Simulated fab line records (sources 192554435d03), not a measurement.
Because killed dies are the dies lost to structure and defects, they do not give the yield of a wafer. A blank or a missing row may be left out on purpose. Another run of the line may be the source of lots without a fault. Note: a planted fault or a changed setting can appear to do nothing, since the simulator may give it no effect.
Lot-split experiment :: flow n5 finfet :: 7 lots, 39 wafers read, on a route of 1938 steps

## THE SPLIT ITSELF
At N5_FIN_SAQP_SPACER1_ALD_24 (deposits SiO2, target thk 20.3 nm, pulse time 1 s, purge time 2 s), the setting ald cycles was moved away from the recipe's 218 on 9 of the 39 wafers read, by +28.4% to +56.9%. This setting was run at the recipe's value on the other wafers.

## FROM THE SPLIT TO THE READING: what the file shows between them, 2 steps
- N5_FIN_SAQP_SPACER1_ETCHBACK_25: etches SiO2 in CHF3/O2, target depth 24.4 nm, time 12.2 s
- N5_FIN_SAQP_MANDREL1_REMOVE_56: chemistry HBr/Cl2/O2, target a-Si, stops on SiNx, bt time 10 s

## THE READING
Shown in nm: cd nm at N5_FIN_SAQP_CD_MEAS_27, with target cd 20 nm. Fault-free wafers of this fab line usually give 20.31 nm, standard deviation 0.24 nm.

wafer: L078.1
tool, chamber at the split: ald sin-03, 2,1
ald cycles as run: 342
against the recipe: +56.9%
cd nm, nm: 31.74
against lot-mates on the recipe: +11.48

wafer: L078.2
tool, chamber at the split: ald sin-03, 1
ald cycles as run: 218
against the recipe: recipe
cd nm, nm: 19.95
against lot-mates on the recipe: -

wafer: L078.3
tool, chamber at the split: ald sin-03, 3
ald cycles as run: 342
against the recipe: +56.9%
cd nm, nm: 32.05
against lot-mates on the recipe: +11.79

wafer: L078.4
tool, chamber at the split: ald sin-03, 0,2
ald cycles as run: 218
against the recipe: recipe
cd nm, nm: 20.75
against lot-mates on the recipe: -

wafer: L078.5
tool, chamber at the split: ald sin-03, 0,2
ald cycles as run: 218
against the recipe: recipe
cd nm, nm: 20.08
against lot-mates on the recipe: -

wafer: L078.6
tool, chamber at the split: ald sin-03, 2,1
ald cycles as run: 342
against the recipe: +56.9%
cd nm, nm: 31.78
against lot-mates on the recipe: +11.52

wafer: L081.1
tool, chamber at the split: ald sin-03, 2,1,3,1
ald cycles as run: 218
against the recipe: recipe
cd nm, nm: 20.05
against lot-mates on the recipe: -

wafer: L081.2
tool, chamber at the split: ald sin-03, 2,1,3,1
ald cycles as run: 218
against the recipe: recipe
cd nm, nm: 20.69
against lot-mates on the recipe: -

wafer: L081.3
tool, chamber at the split: ald sin-03, 2,1,3,1
ald cycles as run: 218
against the recipe: recipe
cd nm, nm: 20.50
against lot-mates on the recipe: -

wafer: L081.4
tool, chamber at the split: ald sin-03, 2
ald cycles as run: 218
against the recipe: recipe
cd nm, nm: 20.21
against lot-mates on the recipe: -

wafer: L081.5
tool, chamber at the split: ald sin-03, 2,1,3,1
ald cycles as run: 218
against the recipe: recipe
cd nm, nm: 20.53
against lot-mates on the recipe: -

wafer: L081.6
tool, chamber at the split: ald sin-03, 3
ald cycles as run: 218
against the recipe: recipe
cd nm, nm: 20.30
against lot-mates on the recipe: -

wafer: L089.1
tool, chamber at the split: ald sin-03, 2
ald cycles as run: 218
against the recipe: recipe
cd nm, nm: 19.78
against lot-mates on the recipe: -

wafer: L089.2
tool, chamber at the split: ald sin-03, 0,1,2
ald cycles as run: 218
against the recipe: recipe
cd nm, nm: 20.63
against lot-mates on the recipe: -

wafer: L089.3
tool, chamber at the split: ald sin-03, 3
ald cycles as run: 218
against the recipe: recipe
cd nm, nm: 20.26
against lot-mates on the recipe: -

wafer: L089.4
tool, chamber at the split: ald sin-03, 0,1,2
ald cycles as run: 218
against the recipe: recipe
cd nm, nm: 19.91
against lot-mates on the recipe: -

wafer: L089.5
tool, chamber at the split: ald sin-03, 3
ald cycles as run: 218
against the recipe: recipe
cd nm, nm: 20.36
against lot-mates on the recipe: -

wafer: L089.6
tool, chamber at the split: ald sin-03, 0,1,2
ald cycles as run: 218
against the recipe: recipe
cd nm, nm: 19.90
against lot-mates on the recipe: -

wafer: L090.3
tool, chamber at the split: ald sin-02, 2,0,3
ald cycles as run: 218
against the recipe: recipe
cd nm, nm: 20.76
against lot-mates on the recipe: -

wafer: L090.5
tool, chamber at the split: ald sin-02, 2,0,3
ald cycles as run: 218
against the recipe: recipe
cd nm, nm: 19.98
against lot-mates on the recipe: -

wafer: L090.6
tool, chamber at the split: ald sin-02, 2,0,3
ald cycles as run: 218
against the recipe: recipe
cd nm, nm: 20.29
against lot-mates on the recipe: -

wafer: L091.1
tool, chamber at the split: ald sin-01, 2,0
ald cycles as run: 218
against the recipe: recipe
cd nm, nm: 20.34
against lot-mates on the recipe: -

wafer: L091.2
tool, chamber at the split: ald sin-01, 2,0
ald cycles as run: 218
against the recipe: recipe
cd nm, nm: 20.33
against lot-mates on the recipe: -

wafer: L091.3
tool, chamber at the split: ald sin-01, 1,1,2
ald cycles as run: 218
against the recipe: recipe
cd nm, nm: 20.10
against lot-mates on the recipe: -

wafer: L091.4
tool, chamber at the split: ald sin-01, 3
ald cycles as run: 218
against the recipe: recipe
cd nm, nm: 20.71
against lot-mates on the recipe: -

wafer: L091.5
tool, chamber at the split: ald sin-01, 1,1,2
ald cycles as run: 218
against the recipe: recipe
cd nm, nm: 20.13
against lot-mates on the recipe: -

wafer: L091.6
tool, chamber at the split: ald sin-01, 1,1,2
ald cycles as run: 218
against the recipe: recipe
cd nm, nm: 20.41
against lot-mates on the recipe: -

wafer: L093.1
tool, chamber at the split: ald sin-01, 0,2,0
ald cycles as run: 338
against the recipe: +55.0%
cd nm, nm: 31.54
against lot-mates on the recipe: +11.30

wafer: L093.2
tool, chamber at the split: ald sin-01, 0,2,0
ald cycles as run: 338
against the recipe: +55.0%
cd nm, nm: 31.94
against lot-mates on the recipe: +11.70

wafer: L093.3
tool, chamber at the split: ald sin-01, 3,1,1
ald cycles as run: 218
against the recipe: recipe
cd nm, nm: 20.16
against lot-mates on the recipe: -

wafer: L093.4
tool, chamber at the split: ald sin-01, 3,1,1
ald cycles as run: 218
against the recipe: recipe
cd nm, nm: 20.38
against lot-mates on the recipe: -

wafer: L093.5
tool, chamber at the split: ald sin-01, 3,1,1
ald cycles as run: 218
against the recipe: recipe
cd nm, nm: 20.18
against lot-mates on the recipe: -

wafer: L093.6
tool, chamber at the split: ald sin-01, 0,2,0
ald cycles as run: 338
against the recipe: +55.0%
cd nm, nm: 31.51
against lot-mates on the recipe: +11.27

wafer: L094.1
tool, chamber at the split: ald sin-01, 2
ald cycles as run: 218
against the recipe: recipe
cd nm, nm: 20.38
against lot-mates on the recipe: -

wafer: L094.2
tool, chamber at the split: ald sin-01, 3,1
ald cycles as run: 218
against the recipe: recipe
cd nm, nm: 20.37
against lot-mates on the recipe: -

wafer: L094.3
tool, chamber at the split: ald sin-01, 0
ald cycles as run: 280
against the recipe: +28.4%
cd nm, nm: 26.38
against lot-mates on the recipe: +6.00

wafer: L094.4
tool, chamber at the split: ald sin-01, 3,1
ald cycles as run: 218
against the recipe: recipe
cd nm, nm: 20.38
against lot-mates on the recipe: -

wafer: L094.5
tool, chamber at the split: ald sin-01, 2,1
ald cycles as run: 280
against the recipe: +28.4%
cd nm, nm: 26.01
against lot-mates on the recipe: +5.63

wafer: L094.6
tool, chamber at the split: ald sin-01, 2,1
ald cycles as run: 280
against the recipe: +28.4%
cd nm, nm: 26.11
against lot-mates on the recipe: +5.73
If several chambers appear in one row, that row covers several wafers at once and the file leaves open which wafer was in which chamber.

FIT RESULTS
A straight line over all 39 wafers: cd nm changes by +0.205 nm for each +1% of ald cycles; r = +1.00; the points scatter about the line by 0.25 nm.
The same after taking each lot's own level away (the mean of its wafers on the recipe; 39 wafers): +0.205 nm for each +1%; r = +1.00; scatter 0.24 nm.
According to that fit, moving ald cycles by its largest amount changes the reading by 12 nm.
From 20.140 to 20.380 nm: that is the span of the lots' own levels, equal to 1.0 times the standard deviation above.
Hence the lot-to-lot level has little effect on the slope; both slopes agree.
Check: +11.7 nm against its lot-mates is what the line predicts for one of the wafers moved furthest among these (+56.9%) when that wafer is left out of the fit. Against them it came out at +11.5 nm.

## THESE WAFERS: OTHER SPLITS
These wafers also went through other splits before the reading. Each is held against what the fit with the lots' levels taken away leaves over:
other split on the same wafers: N5_ZERO_LAYER_PECVD_02 time s
wafers away from the commonest value: 15
r with cd nm (lot level and that fit taken away): +0.04

## THE WHOLE CHAIN: every reading that the file lists as answering this split, in the file's order
step: N5_FIN_SAQP_SPACER1_ALD_24
what it does: deposits SiO2, target thk 20.3 nm, pulse time 1 s, purge time 2 s
reading: SiO2_of_FIN_SAQP_SPACER1_ALD_24.thk nm (the simulator's own value, which no gauge read)
change (the file's fit): +0.203 nm for each +1% of the setting
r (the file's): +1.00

step: N5_FIN_SAQP_MANDREL1_REMOVE_56
what it does: chemistry HBr/Cl2/O2, target a-Si, stops on SiNx, bt time 10 s
reading: FIN_SAQP.cd nm (the simulator's own value, which no gauge read)
change (the file's fit): +0.204 nm for each +1% of the setting
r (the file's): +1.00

step: N5_FIN_SAQP_CD_MEAS_27
what it does: target cd 20 nm
reading: cd nm
change (the file's fit): +0.205 nm for each +1% of the setting
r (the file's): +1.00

## FILE'S OWN FIT
cd nm changes by +0.205 nm for each +1% of ald cycles, r = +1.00.
